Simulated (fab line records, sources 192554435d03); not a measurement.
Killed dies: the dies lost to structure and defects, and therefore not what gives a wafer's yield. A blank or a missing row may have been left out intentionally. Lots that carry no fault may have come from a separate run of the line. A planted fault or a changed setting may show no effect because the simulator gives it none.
Chamber matching | flow n5_finfet | rie_diel-05 running N5_BEOL_M8_DESCUM_33: 4 sister chambers
The step chemistry O2, time 7 s. 4 wafers are shown with their chamber, then 9 later ones without.

## WAFERS, EACH WITH ITS CHAMBER
wafer  | chamber | showerhead_plenum_p_Torr (Torr)
L082.6 | 0       | 2.22
L083.1 | 3       | 2.06
L085.5 | 2       | 2.12
L085.6 | 1       | 2.17

## WAFERS WITH NO CHAMBER GIVEN
wafer  | showerhead_plenum_p_Torr (Torr)
L089.1 | 2.16
L089.4 | 2.05
L089.6 | 2.12
L095.2 | 2.05
L095.4 | 2.21
L095.5 | 2.21
L097.3 | 2.04
L097.4 | 2.04
L097.6 | 2.16

## WHICH CHAMBER EACH WENT THROUGH
wafer  | from the rows above | in truth
L089.1 | 1                   | 1
L089.4 | 3                   | 3
L089.6 | 2                   | 2
L095.2 | 3                   | 3
L095.4 | 0                   | 0
L095.5 | 0                   | 0
L097.3 | 3                   | 3
L097.4 | 3                   | 3
L097.6 | 1                   | 1
Placed correctly: 9 of 9. Number that these rows cannot place: 0. 0 placed wrongly.
How it was worked out, from the rows above alone: a wafer's distance from a chamber is the root of the sum, over the readings, of the square of ((its reading less the chamber's mean) divided by the reading's scatter). The wafer belongs to the nearest chamber; if the next one is less than 2 further off, it can't be placed. Each chamber's mean is taken over the wafers shown for it. The scatter (one wafer shown for each chamber): square how far every hidden wafer sits from the nearest shown wafer, average those squares and take the square root.
